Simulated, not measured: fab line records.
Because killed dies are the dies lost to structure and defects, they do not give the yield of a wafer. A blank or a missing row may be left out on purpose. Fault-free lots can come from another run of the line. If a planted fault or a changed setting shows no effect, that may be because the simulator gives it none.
fab line records ; flow n5-finfet
record: lots: 4; wafers: 12; last-day: 17
route steps=1938 shown DUMMY_GATE@228 SPACER0@258 SD_EPI_N@262 BEOL_M4@1111 PASSIVATION@1936
lots with no fault: from the same line, run without faults
start-h: start of the lot's first displayed wafer, in hours after the record's first day ; wait-h: hours since the lot's step before ; " same as the row above ; L1.1+2: a row that stands for several wafers ; - no value present, or no start provided ; * or withheld: withheld ; < > ~ a bound
route shown NAME@n: names a module that has steps shown in the file, with the first one's number in the route ; usual: mean and standard deviation over wafers with no fault ; same: alike in all rows ; chamber/n: place in a boat ; sites: per-site readings ; _std_site: the standard deviation of these ; _edge_site: mean of outer sites minus mean of inner sites ; radius-mm: for every site, how far away it sits from the centre of the wafer ; mask NAME#n: copy n ; behind: the most recent tool/chamber to have shaped the wafer ; hold: the reason the lot was held/the length of the hold in hours/how it ended ; device: transistor that didn't switch, given as n, p or np ; end of line: at the end of the route, the tests of the same wafers ; where a step has no rows: the recipe by itself ; killed: dies that structure and defects cost at the first sort, which is not the same as the wafer's yield ; map: a wafer's dies, x killed, . not, _ none there
set.NAME: the setting that was run; set.NAME@STEP: the one run at that earlier step ; model.NAME: the simulator's own value behind a step, which no gauge read
a table for each step, a row for each wafer; lots at some steps of the route
services: the hour from which a tool's chamber was out of use, counted from the record's first day as start-h (under 0 if before that day), plus the number of hours and why
== steps ==
step: N5_DUMMY_GATE_EXPOSE_12
recipe: mask-id: GATE; na: 0.33; source-shape: annular; sigma-inner: 0.2; sigma-outer: 0.6; polarization: unpolarized; target-cd-nm: 25; dose-mj: 34
step: N5_DUMMY_GATE_PEB_13
recipe: peb-temp-c: 100; peb-time-s: 60; resist: CAR-EUV
step: N5_DUMMY_GATE_DEVELOP_14
recipe: develop-time-s: 30; developer: TMAH; resist: CAR-EUV; rinse-liquid: surfactant-rinse; dry: air-spin; dev-temp-c: 23
step: N5_DUMMY_GATE_DESCUM_20
recipe: chemistry: O2; time-s: 6.2; source-power-w: 50; bias-power-w: 20; pressure-mtorr: 20; rf-frequency-hz: 2.712e+07; temp-c: 40; resist: CAR-EUV; o2-flow-sccm: 225
step: N5_DUMMY_GATE_ETCH_29
recipe: chemistry: N2/H2; target: underlayer; target-depth-a: 130; ion-energy-ev: 200; pressure-mtorr: 30; source-w: 840; bias-w: 150; n2-flow-sccm: 200; h2-flow-sccm: 200
step: N5_DUMMY_GATE_ETCH_36
recipe: chemistry: CF4; target: SiARC; target-depth-a: 130; pressure-mtorr: 40; source-w: 545; bias-w: 36; Ar_flow_sccm: 100; cf4-flow-sccm: 100; ion-energy-ev: 80
step: N5_DUMMY_GATE_ETCH_37
recipe: chemistry: N2/H2; target: SOC; target-depth-a: 600; overetch-a: 300; temp-c: 40; ion-energy-ev: 200; pressure-mtorr: 30; source-w: 840; bias-w: 150; n2-flow-sccm: 200; h2-flow-sccm: 200
step: N5_DUMMY_GATE_STRIP_38
recipe: chemistry: N2/H2; temp-c: 40; n2-flow-sccm: 200; h2-flow-sccm: 200; rf-frequency-hz: 6e+07
step: N5_DUMMY_GATE_STRIP_39
recipe: chemistry: N2/H2; temp-c: 40; n2-flow-sccm: 200; h2-flow-sccm: 200; rf-frequency-hz: 6e+07
step: N5_DUMMY_GATE_TRIM_49
recipe: chemistry: O2; resist: SOC; time-s: 29; target-cd-nm: 14; source-power-w: 300; bias-power-w: 0; O2_flow_sccm: 100; temp-c: 20
usual: chamber-pressure-mTorr: 60.00/0.051; drypump-motor-current-A: 5.8/0.41; oes-product-au: 0.988/0.016; throttle-valve-pct: 8.22/0.12
same: bias-power-w: 0
lot.wafer;tool;chamber;start-h;wait-h;chamber-pressure-mTorr;drypump-motor-current-A;oes-product-au;rf-hours-counter-h;throttle-valve-pct;model.DUMMY_GATE.cd-nm
L472.1;rie-si-05;1;82.44;0.0;59.95;6.4;0.973;132;8.12;14.4
L472.3;rie-si-05;2;82.44;0.0;59.93;5.6;0.986;183;8.33;14.4
L472.4;rie-si-05;0;82.44;0.0;60.10;6.4;0.972;76;8.00;14.2
L478.2;rie-si-05;1;125.49;0.0;60.01;6.4;0.974;132;8.11;14
L478.3;rie-si-05;3;125.49;0.0;60.03;5.6;0.724;145;8.23;17.8
L478.4;rie-si-05;0;125.49;0.0;60.10;6.4;0.967;77;7.98;13.8
L482.2;rie-si-05;0;144.55;0.0;60.11;6.4;0.978;77;8.00;13.8
L482.5;rie-si-05;3;144.55;0.0;59.94;5.7;1.012;-;8.23;13.8
L482.6;rie-si-05;0;144.55;0.0;60.10;6.4;0.698;-;8.00;18
L485.3;rie-si-02;3;162.05;0.0;59.90;6.1;0.983;6;8.18;14
L485.5;rie-si-02;3;162.05;0.0;59.94;6.1;0.984;-;8.20;14.2
L485.6;rie-si-02;0;162.05;0.0;59.93;5.4;1.000;-;8.38;14
step: N5_DUMMY_GATE_STRIP_40
recipe: chemistry: CF4; resist: SiARC; power-w: 300; bias-power-w: 75; pressure-mtorr: 50; cf4-flow-sccm: 150; rf-frequency-hz: 6e+07
step: N5_DUMMY_GATE_CD_MEAS_50
recipe: target-cd-nm: 14
usual: cd-nm: 14.1/0.35
lot.wafer;tool;chamber;start-h;wait-h;cd-nm
L472.1;cd-sem-02;-;82.58;0.0;14.4
L472.3;cd-sem-02;-;82.58;0.0;14.4
L472.4;cd-sem-02;-;82.58;0.0;14.6
L478.2;cd-sem-03;-;125.65;0.0;14.0
L478.3;cd-sem-03;-;125.65;0.0;18.0
L478.4;cd-sem-03;-;125.65;0.0;13.7
L482.2;cd-sem-03;-;144.71;0.0;13.9
L482.5;cd-sem-03;-;144.71;0.0;14.2
L482.6;cd-sem-03;-;144.71;0.0;17.9
L485.3;cd-sem-01;-;162.31;0.0;13.7
L485.5;cd-sem-01;-;162.31;0.0;14.4
L485.6;cd-sem-01;-;162.31;0.0;13.7
step: N5_DUMMY_GATE_ETCH_31
recipe: chemistry: C4F6/O2; target: SiO2; mask-material: SOC; target-depth-a: 825; time-s: 27.5; ion-energy-ev: 250; pressure-mtorr: 30; source-w: 345; bias-w: 185; Ar_flow_sccm: 300; C4F6_flow_sccm: 10; O2_flow_sccm: 10
step: N5_DUMMY_GATE_STRIP_41
recipe: chemistry: O2; power-w: 400; temp-c: 40; pressure-mtorr: 30; rf-frequency-hz: 6e+07; bias-power-w: 0; overash-fraction: 0.3; o2-flow-sccm: 225
step: N5_DUMMY_GATE_HM_OPEN_21
recipe: chemistry: CH3F/O2; target: SiNx; target-depth-a: 1200; Ar_flow_sccm: 150; CH3F_flow_sccm: 30; O2_flow_sccm: 23; time-s: 171.4; pressure-mtorr: 30; source-w: 395; bias-w: 73; ion-energy-ev: 120.7
step: N5_DUMMY_GATE_ETCH_32
recipe: chemistry: CF4; target: SiO2; target-depth-a: 35; time-s: 3.9; ion-energy-ev: 350; pressure-mtorr: 10; icp-w: 800; bias-w: 400; cf4-flow-sccm: 80
step: N5_DUMMY_GATE_ETCH_23
recipe: chemistry: HBr/Cl2/O2; HBr_flow_sccm: 150; Cl2_flow_sccm: 80; O2_flow_sccm: 12; bias-w: 102; target-depth-a: 410; time-s: 22.3; target: poly-Si; mask-material: SiO2; pressure-mtorr: 10; icp-w: 800
step: N5_DUMMY_GATE_ETCH_44
recipe: chemistry: HBr/O2; over-etch-frac: 0.7; target-depth-a: 1275; stop-on: SiO2; ion-energy-ev: 60; bias-w: 20; target: poly-Si; mask-material: SiO2; pressure-mtorr: 20; icp-w: 400; HBr_flow_sccm: 120; O2_flow_sccm: 10
step: N5_DUMMY_GATE_CD_MEAS_24
recipe: target-cd-nm: 15
usual: cd-nm: 15.0/0.32
lot.wafer;tool;chamber;start-h;wait-h;cd-nm
L472.1;cd-sem-01;-;83.08;0.1;15.8
L472.3;cd-sem-01;-;83.08;0.1;15.3
L472.4;cd-sem-01;-;83.08;0.1;15.2
L478.2;cd-sem-01;-;126.14;0.1;14.9
L478.3;cd-sem-01;-;126.14;0.1;18.4
L478.4;cd-sem-01;-;126.14;0.1;14.8
L482.2;cd-sem-01;-;145.20;0.1;15.4
L482.5;cd-sem-01;-;145.20;0.1;15.2
L482.6;cd-sem-01;-;145.20;0.1;19.3
L485.3;cd-sem-03;-;162.94;0.1;14.6
L485.5;cd-sem-03;-;162.94;0.1;15.2
L485.6;cd-sem-03;-;162.94;0.1;15.1
step: N5_DUMMY_GATE_ETCH_42
recipe: chemistry: CHF3/O2; target: SiO2; target-depth-a: 35; time-s: 31; ion-energy-ev: 30; bias-w: 12; pressure-mtorr: 30; source-w: 600; Ar_flow_sccm: 200; CHF3_flow_sccm: 50; O2_flow_sccm: 5
usual: chamber-pressure-mTorr: 30.00/0.039; drypump-motor-current-A: 5.7/0.45; oes-product-au: 0.80/0.1; rf-vpp-V: 42.7/1.1; showerhead-plenum-p-Torr: 2.41/0.098; throttle-valve-pct: 18.89/0.19
lot.wafer;tool;chamber;start-h;wait-h;chamber-pressure-mTorr;drypump-motor-current-A;oes-product-au;rf-hours-counter-h;rf-vpp-V;showerhead-plenum-p-Torr;throttle-valve-pct;model.DUMMY_GATE.cd-nm
L472.1;rie-diel-04;3;83.13;0.0;29.97;6.2;0.83;91;42.0;2.35;19.03;15.6
L472.3;rie-diel-04;2;83.13;0.0;30.00;6.1;0.93;7;44.1;2.57;18.98;15.4
L472.4;rie-diel-04;3;83.13;0.0;30.02;6.2;0.83;-;41.7;2.35;19.02;15.2
L478.2;rie-diel-05;2;126.19;0.0;29.97;5.5;0.83;73;41.6;2.34;18.81;14.8
L478.3;rie-diel-05;3;126.19;0.0;30.02;5.9;0.89;28;42.9;2.55;18.57;18.8
L478.4;rie-diel-05;1;126.19;0.0;30.02;6.3;0.70;182;42.5;2.39;18.99;14.6
L482.2;rie-diel-02;0;145.25;0.0;29.99;5.7;0.72;177;43.1;2.40;19.02;15
L482.5;rie-diel-02;3;145.25;0.0;29.98;5.7;0.97;-;41.4;2.36;18.72;15.2
L482.6;rie-diel-02;2;145.25;0.0;29.99;5.8;0.89;-;43.4;2.54;18.59;19.4
L485.3;rie-diel-05;1;162.98;0.0;30.03;6.3;0.70;193;42.5;2.38;19.01;14.8
L485.5;rie-diel-05;2;162.98;0.0;29.97;5.5;0.82;-;43.7;2.34;18.83;15.2
L485.6;rie-diel-05;1;162.98;0.0;30.01;6.3;0.69;-;41.8;2.38;19.01;15
step: N5_DUMMY_GATE_STRIP_48
recipe: chemistry: N2/H2; time-s: 20; power-w: 100; temp-c: 40; pressure-mtorr: 100; rf-frequency-hz: 6e+07; bias-power-w: 3; n2-flow-sccm: 300; h2-flow-sccm: 300
step: N5_DUMMY_GATE_PRECLEAN_33
recipe: chemistry: dHF; time-s: 10; dilution: 750:1; temp-c: 25
step: N5_DUMMY_GATE_PRECLEAN_25
recipe: chemistry: O3/DIW; time-s: 45; temp-c: 22; o3-ppm: 10
step: N5_DUMMY_GATE_PRECLEAN_51
recipe: chemistry: SC2; time-s: 45; temp-c: 35; mix: 1:1:50
step: N5_DUMMY_GATE_SRD_26
recipe: dry: ipa-marangoni; time-s: 30; temp-c: 23; rinse-liquid: diw
step: N5_DUMMY_GATE_UV_OZONE_45
recipe: time-s: 120; pressure-torr: 760; temp-c: 25
step: N5_SPACER0_ALD_07
recipe: material: SiNx; target-thk-a: 20; temp-c: 400; ald-precursor-family: SiH2I2; ald-co-reactant: N2/H2-plasma; pressure-torr: 2
step: N5_SPACER0_ALD_00
recipe: material: SiOCN; target-thk-a: 35; temp-c: 400; ald-precursor-family: alkyl-aminosilane; ald-co-reactant: O2/N2-plasma; pulse-time-s: 3; purge-time-s: 2; co-reactant-purge-time-s: 2; ald-cycles: 58; pressure-torr: 2
step: N5_SPACER0_ALD_08
recipe: material: SiNx; target-thk-a: 20; temp-c: 400; ald-precursor-family: SiH2I2; ald-co-reactant: N2/H2-plasma; pressure-torr: 2
step: N5_SD_EPI_N_COAT_32
recipe: resist: SOC; temp-c: 250; time-s: 60; spin-rpm: 1500; resist-thk-nm: 350
step: N5_SD_EPI_N_COAT_33
recipe: resist: SiARC; temp-c: 220; time-s: 60; spin-rpm: 1500; resist-thk-nm: 35
step: N5_SD_EPI_N_COAT_03
recipe: resist: CAR-ArF-block; spin-rpm: 1500; resist-thk-nm: 150
step: N5_SD_EPI_N_EBR_05
recipe: solvent: PGMEA; ebr-width-mm: 1.5
step: N5_SD_EPI_N_SOFTBAKE_04
recipe: temp-c: 110; time-s: 60; resist: CAR-ArF-block
step: N5_SD_EPI_N_EXPOSE_06
recipe: mask-id: SD_N_BLK; na: 1.35; source-shape: conventional; sigma-outer: 0.8; polarization: unpolarized; target-cd-nm: 120; dose-mj: 39.75
step: N5_SD_EPI_N_PEB_07
recipe: peb-temp-c: 110; peb-time-s: 60; resist: CAR-ArF-block
step: N5_SD_EPI_N_DEVELOP_08
recipe: develop-time-s: 30; developer: TMAH; resist: CAR-ArF-block; dev-temp-c: 23; rinse-liquid: diw; dry: air-spin
step: N5_BEOL_M4_RC_MEAS_101
usual: DIBL_N: 36.4/1.6; DIBL_P: 36.2/1.8; IOFF_N: 0.159/0.029; IOFF_P: 0.21/0.034; ION_N: 670/12; ION_P: 459/8.2; SS_N: 71.5/0.59; SS_P: 73.2/0.54; VT_N: 250/3.3; VT_P: -250/3.7
lot.wafer;tool;chamber;start-h;wait-h;DIBL_N[mV/V];DIBL_P[mV/V];IOFF_N[nA/um];IOFF_P[nA/um];ION_N[uA/um];ION_P[uA/um];SS_N[mV/dec];SS_P[mV/dec];VT_N[mV];VT_P[mV]
L472.1;prober-01;0;216.57;0.0;34.2;34.3;0.129;0.20;666;457;70.5;72.3;249;-251
L472.3;prober-01;0;216.57;0.0;35.8;36.2;0.162;0.22;677;465;72.7;73.8;246;-247
L472.4;prober-01;0;216.57;0.0;35.6;35.2;0.148;0.21;679;461;71.7;73.2;250;-246
L478.2;prober-01;0;272.58;0.2;38.0;35.7;0.173;0.21;672;455;71.8;73.6;247;-249
L478.4;prober-01;0;272.58;0.2;37.6;36.4;0.166;0.23;677;465;71.0;72.7;249;-249
L482.2;prober-01;0;288.18;0.2;34.9;34.8;0.139;0.19;677;461;71.3;73.2;251;-253
L482.5;prober-01;0;288.18;0.2;36.2;37.2;0.160;0.23;679;470;70.8;74.1;247;-248
L485.3;prober-02;0;294.08;0.3;37.1;35.8;0.149;0.22;675;468;71.9;73.7;248;-250
L485.5;prober-02;0;294.08;0.3;36.1;35.0;0.148;0.22;665;458;71.8;73.3;251;-248
L485.6;prober-02;0;294.08;0.3;37.3;35.3;0.160;0.21;673;461;71.1;72.7;250;-250
step: N5_PASSIVATION_PROBE_49
usual: defect-limited-yield: 91.1/1.5; killed_at_M0_to_M3: 33/9.9; killed_at_M4_up: 14/5.2; killed-at-contacts: 12/6.7; killed-at-front-end: 43/13; killed-at-other: 3.4/2.7; killed-dies: 105/17; killed-on-rim: 14/4.2; killed-open: 69/13; killed-short: 33/7.5; sort_bin_5_function: 5.2/0.91; sort_bin_6_memory: 3.3/0.71; sort_bin_8_speed: 0.00/0.032; sort-n-pass: 1075/17; sort-yield-pct: 91.1/1.5
same: gross-dies: 1180; killed-at-back-side: 0; sort_bin_4_leakage[%]: 0
lot.wafer;tool;chamber;start-h;wait-h;defect-limited-yield[%];killed_at_M0_to_M3;killed_at_M4_up;killed-at-contacts;killed-at-front-end;killed-at-other;killed-dies;killed-on-rim;killed-open;killed-short;sort_bin_5_function[%];sort_bin_6_memory[%];sort_bin_8_speed[%];sort-n-pass;sort-yield-pct[%]
L472.1;prober-01;-;328.79;0.0;90.5;20;7;19;54;12;112;20;74;35;5.7;3.5;0;1068;90.5
L472.3;prober-01;-;328.89;0.1;92.5;12;8;20;46;2;88;9;55;33;4.1;3.2;0;1092;92.5
L472.4;prober-01;-;328.94;0.2;90.3;19;15;19;61;0;114;17;81;31;4.7;4.7;0;1066;90.3
L478.3;prober-02;-;370.18;0.1;1.4;35;9;7;1109;3;1163;143;77;30;5.2;3.6;0.42;12;1.0
L482.2;prober-01;-;396.86;0.1;93.3;17;17;19;24;2;79;11;52;25;4.7;1.9;0;1101;93.3
L482.5;prober-01;-;397.01;0.2;89.2;47;15;16;44;6;128;17;88;38;6.6;4.0;0;1052;89.2
L482.6;prober-01;-;397.06;0.3;0.3;29;17;22;1106;3;1177;152;57;34;4.5;2.8;0.17;1;0.1
L485.3;prober-01;-;405.68;0.1;91.9;19;3;22;47;5;96;7;61;33;5.0;2.9;0;1084;91.9
L485.5;prober-01;-;405.78;0.2;91.2;33;12;15;43;1;104;20;68;32;4.8;3.6;0;1076;91.2
L485.6;prober-01;-;405.83;0.3;92.5;13;13;12;43;7;88;12;56;29;4.8;2.5;0;1092;92.5
killed by level:class
L472.1 MOL_CONTACT_COAG:geometric-particle:open=18 STI_FIN_REVEAL:geometric-particle:open=14 FIN_SAQP:geometric-particle:open=11 FIN_SAQP:geometric-particle:short=9 BEOL_M2:geometric-particle:open=6 BEOL_M0_SAQP:geometric-particle:short=5 DUMMY_GATE:geometric-particle:open=4 GATE_CUT:geometric-particle:short=4
L472.3 MOL_CONTACT_COAG:geometric-particle:open=14 FIN_SAQP:geometric-particle:short=13 FIN_SAQP:geometric-particle:open=9 DUMMY_GATE:geometric-particle:open=6 MOL_CONTACT_COAG:geometric-particle:short=6 BEOL_M4:geometric-particle:open=5 STI_FIN_REVEAL:geometric-particle:short=4 BEOL_M0_SAQP:geometric-particle:open=3
L472.4 MOL_CONTACT_COAG:geometric-particle:open=15 FIN_SAQP:geometric-particle:short=14 FIN_SAQP:geometric-particle:open=14 STI_FIN_REVEAL:geometric-particle:open=11 BEOL_M0_SAQP:geometric-particle:open=11 BEOL_M4:geometric-particle:open=6 DUMMY_GATE:geometric-particle:open=4 MOL_CONTACT_COAG:geometric-particle:short=4
L478.3 DUMMY_GATE:area-trim=1056 STI_FIN_REVEAL:geometric-particle:open=21 BEOL_M2:geometric-particle:open=13 FIN_SAQP:geometric-particle:open=11 FIN_SAQP:geometric-particle:short=10 MOL_CONTACT_COAG:geometric-particle:open=6 BEOL_M0_SAQP:geometric-particle:short=6 BEOL_M0:geometric-particle:open=5
L482.2 MOL_CONTACT_COAG:geometric-particle:open=14 STI_FIN_REVEAL:geometric-particle:open=9 BEOL_M4:geometric-particle:open=8 BEOL_M0_SAQP:geometric-particle:open=6 MOL_CONTACT_COAG:geometric-particle:short=5 FIN_SAQP:geometric-particle:short=3 FIN_SAQP:geometric-particle:open=3 BEOL_M0:geometric-particle:short=3
L482.5 FIN_SAQP:geometric-particle:open=17 MOL_CONTACT_COAG:geometric-particle:open=12 BEOL_M0_SAQP:geometric-particle:short=10 BEOL_M0_SAQP:geometric-particle:open=10 BEOL_M3:geometric-particle:open=9 FIN_SAQP:geometric-particle:short=8 BEOL_M1:geometric-particle:open=8 STI_FIN_REVEAL:geometric-particle:open=7
L482.6 DUMMY_GATE:area-trim=1085 MOL_CONTACT_COAG:geometric-particle:open=20 BEOL_M0_SAQP:geometric-particle:open=10 BEOL_M0_SAQP:geometric-particle:short=9 FIN_SAQP:geometric-particle:short=8 BEOL_M4:geometric-particle:open=7 BEOL_M1:geometric-particle:short=3 BEOL_M1:geometric-particle:open=3
L485.3 MOL_CONTACT_COAG:geometric-particle:open=20 FIN_SAQP:geometric-particle:short=12 DUMMY_GATE:geometric-particle:open=12 STI_FIN_REVEAL:geometric-particle:open=7 BEOL_M0_SAQP:geometric-particle:short=6 FIN_SAQP:geometric-particle:open=5 DUMMY_GATE:geometric-particle:short=4 BEOL_M0_SAQP:geometric-particle:open=3
L485.5 MOL_CONTACT_COAG:geometric-particle:open=12 STI_FIN_REVEAL:geometric-particle:open=8 BEOL_M1:geometric-particle:open=8 BEOL_M2:geometric-particle:open=7 BEOL_M4:geometric-particle:open=6 DUMMY_GATE:geometric-particle:open=5 BEOL_M0:geometric-particle:open=5 FIN_SAQP:geometric-particle:open=4
L485.6 STI_FIN_REVEAL:geometric-particle:open=10 DUMMY_GATE:geometric-particle:open=8 MOL_CONTACT_COAG:geometric-particle:open=7 FIN_SAQP:geometric-particle:short=5 BEOL_M4:geometric-particle:open=5 STARTING-WAFER:geometric-particle:short=5 FIN_SAQP:geometric-particle:open=4 MOL_CONTACT_COAG:geometric-particle:short=4
map L478.3 (x killed, . not)
_________________xxxxxxx.xxx.________________
______________xx.xxxxxxxxxxxxxxx_____________
___________xxxxxxxxxxxxxxxxxxxxxxxx__________
__________xxxxxxxxxxxxxxxxxxxxxxxxxx_________
________xxxxxxxxxxxxxxxxxxxxxxxxxxxxxx_______
_______xxxxxxxxxxxxxxxxxxxxxxxxxxxxxxxx______
______xxxxxxxxxxxxxxxxxxxxxxxxxxxxxxxxxx_____
_____xxxxxxxxxxxxxxxxxxxxxxxxxxxxxxxxxxxx____
____xxxxxxxxxxxxxxxxxxxxxxxxxxxxxxxxx.xxxx___
___xxxxxxxxxxxxxxxxxxxxxxxxxxxxxxxxxxxxxxxx__
___xxxxxxxxxxxxxxxxxxxxxxxxxxxxxxxxxxxxxxxx__
__xxxxxxxxxxxxxxxxxxxxxxxxxxxxxxxxxxxxxxxxxx_
__xxxxxxxxxxxxxxxxxxxxxxxxxxxxxxxxxxxxxxxxxx_
_xxxxxxxxxxxxxxxxxxxxxxxxxxxxxxxxxxxxxxxxxxxx
_xxxxxxxxxxxxxxxxxxxxxxxxxxxxxxxxxxxxxxxxxxxx
_x.xxxxxxxxxxxxxxxxxxxxxxxxxxxxxxxxxxxxxxxxxx
_.xxxxxxxxxxxxxxxxxxxxxxxxxxxxxxxxxxxxxxxx.xx
_xxxxxxxxxxxxxxxxxxxxxxxxxxxxxxxxxxxxxxxxxxxx
_xxxxxxxxxxxxxxxxxxxxxxxxxxxxxxxxxxxxxxxxxxxx
_xxxxxxxxxxxxxxxxxxxxxxxxxxxxxxxxxxxxxxxxxxxx
_xxxxxxxxxxxxxxxxxxxxxxxxxxxxxxxxxxxxxxxxxxxx
__x.xxxxxxxxxxxxxxxxxxxxxxxxxxxxxxxxxxxxxxxx_
__xxxxxxxxxxxxxxxxxxxxxxxxxxxxxxxxxxxxxxxxxx_
___xxxxxxxxxxxxxxxxxxxxxxxxxxxxxxxxxxxxxxxx__
___x.xxxxxxxxxxxxxxxxxxxxxxxxxxxxxxxxxxxxxx__
____xxxxxxxxxxxxxxxxxxxxxxxxxxxxxxxxxxxxxx___
_____xxxxxxxxxxxxxxxxxxxxxxxxxxxxxxxxxxx.____
______xxxxxxxxxxxxxxxxxxxxxxxxxxxxxxxxxx_____
_______xxxxxxxxxxxxxxxxxxxxx.xxxxx.xxxx______
________xx.xxxxxxxxxxxxxxxxxxxxxxxxxx._______
__________xx.xxxxxxxxxxxxxxxxxxxxxxx_________
___________xxxxxxxxxxxxxxxxxxxxxxxx__________
______________xxxxxxxxx.xxxxxxxx_____________
_________________x.xxxxxxxxxx________________
map L482.6 (x killed, . not)
_________________xxxxxxxxxxxx________________
______________xxxxxxxxxxxxxxxxxx_____________
___________xxxxxxxxxxxxxxxxxxxxxxxx__________
__________xxxxxxxxxxxxxxxxxxxxxxxxxx_________
________xxxxxxxxxxxxxxxxxxxxxxxxxxxxxx_______
_______xxxxxxxxxxxxxxxxxxxxxxxxxxxxxxxx______
______xxxxxxxxxxxxxxxxxxxxxxxxxxxxxxxxxx_____
_____xxxxxxxxxxxxxxxxxxxxxxxxxxxxxxxxxxxx____
____xxxxxxxxxxxxxxxxxxxxxxxxxxxxxxxxxxxxxx___
___xxxxxxxxxxxxxxxxxxxxxxxxxxxxxxxxxxxxxxxx__
___xxxxxxxxxxxxxxxxxxxxxxxxxxxxxxxxxxxxxxxx__
__xxxxxxxxxxxxxxxxxxxxxxxxxxxxxxxxxxxxxxxxxx_
__xxxxxxxxxxxxxxxxxxxxxxxxxxxxxxxxxxxxxxxxxx_
_xxxxxxxxxxxxxxxxxxxxxxxxxxxxxxxxxxxxxxxxxxxx
_xxxxxxxxxxxxxxxxxxxxxxxxxxxxxxxxxxxxxxxxxxxx
_xxxxxxxxxxxxxxxxxxxxxxxxxxxxxxxxxxxxxxxxxxxx
_xxxxxxxxxxxxxxxxxxxxxxxxxxxxxxxxxxxxxxxxxxxx
_xxxxxxxxxxxxxxxxxxxxxxxxxxxxxxxxxxxxxxxxxxxx
_xxxxxxxxxxxxxxxxxxxxxxxxxxxxxxxxxxxxxxxxxxxx
_xxxxxxxxxxxxxxxxxxxxxxxxxxxxxxxxxxxxxxxxxxxx
_xxxxxxxxxxxxxxxxxxxxxxxxxxxxxxxxxxxxxxxxxxxx
__xxxxxxxxxxxxxxxxxxxxxxxxxxxxxxxxxxxxxxxxxx_
__xxxxxxxxxxxxxxxxxxxxxxxxxxxxxxxxxxxxxxxxxx_
___xxxxxxxxxxxxxxxxxxxxxxxxxxxxxxxxxxxxxxxx__
___xxxxxxxxxxxxxxxxxxxxxxxxxxxxxxxxxxxxxxxx__
____xxxxxxxxxxxxxxxxxxxxxxxxxxxxxxxxxxxxxx___
_____xxxxxxxxxxxxxxxxxxxxxxxxxxxxxxxxxxxx____
______xxxxxxxxxxxxxxxxxxxxxxxxxxxxxxxxxx_____
_______xxxxxxxxx.xxxxxxxxxxxxxxxxxxxxxx______
________xxxxxxxxxx.xxxxxxxxxxxx.xxxxxx_______
__________xxxxxxxxxxxxxxxxxxxxxxxxxx_________
___________xxxxxxxxxxxxxxxxxxxxxxxx__________
______________xxxxxxxxxxxxxxxxxx_____________
_________________xxxxxxxxxxxx________________
== services ==
tool;chamber;start-h;hours;kind
rie-diel-02;3;77.62;-;clean
rie-diel-02;3;77.62;-;consumable-replace:focus-ring
rie-diel-02;3;77.62;12.6;scheduled-down
rie-diel-02;3;77.62;12.6;vent-cycle
rie-diel-04;1;80.68;3.3;repair
rie-si-05;3;85.47;14.4;repair
rie-diel-02;-;110.04;15.6;pm
rie-si-02;3;117.12;13.7;repair
rie-diel-02;1;126.64;-;clean
rie-diel-02;1;126.64;-;consumable-replace:focus-ring
rie-diel-02;1;126.64;20.7;scheduled-down
rie-diel-02;1;126.64;20.7;vent-cycle
rie-diel-04;3;138.80;6.5;repair
rie-si-05;2;142.14;3.9;repair
rie-diel-04;0;145.27;-;clean
rie-diel-04;0;145.27;-;consumable-replace:focus-ring
rie-diel-04;0;145.27;-;consumable-replace:showerhead
rie-diel-04;0;145.27;22.0;scheduled-down
rie-diel-04;0;145.27;22.0;vent-cycle
rie-diel-02;2;146.85;7.3;repair
== key ==
first-sign: step: N5_DUMMY_GATE_TRIM_49; reading: oes-product-au; direction: down; sigmas: 17; usual: 0.988; struck: 0.711
effect: step: N5_DUMMY_GATE_CD_MEAS_50; reading: cd-nm; direction: up; sigmas: 11; usual: 14.1; struck: 17.9
effect: step: N5_DUMMY_GATE_CD_MEAS_24; reading: cd-nm; direction: up; sigmas: 12; usual: 15.0; struck: 18.9
effect: step: N5_PASSIVATION_PROBE_49; reading: killed-at-front-end; direction: up; sigmas: 83; usual: 43; struck: 1108
model-effect: step: N5_DUMMY_GATE_TRIM_49; value: DUMMY_GATE.cd-nm; without: 13.7; struck: 17.9
model-effect: step: N5_DUMMY_GATE_ETCH_42; value: DUMMY_GATE.cd-nm; without: 14.9; struck: 19.1
more-kills-born-at: N5_DUMMY_GATE_TRIM_49@rie-si-05: 2141
met-at N5_DUMMY_GATE_TRIM_49
struck-wafers L478.3,L482.6
later-rows-left-out L478.3,L482.6
onset-between 82.44 125.49
fault: kind: process-parameter-drift; tool: rie-si-05; chamber: -; onset-h: 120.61; steps: N5_DUMMY_GATE_TRIM_49; channel: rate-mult; offset: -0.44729; shape: step; end-h: 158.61; scope: struck-wafers-only
later-rows-left-out: the simulator's readings of these wafers behind a module that went badly wrong aren't trusted and aren't shown, but for the sort
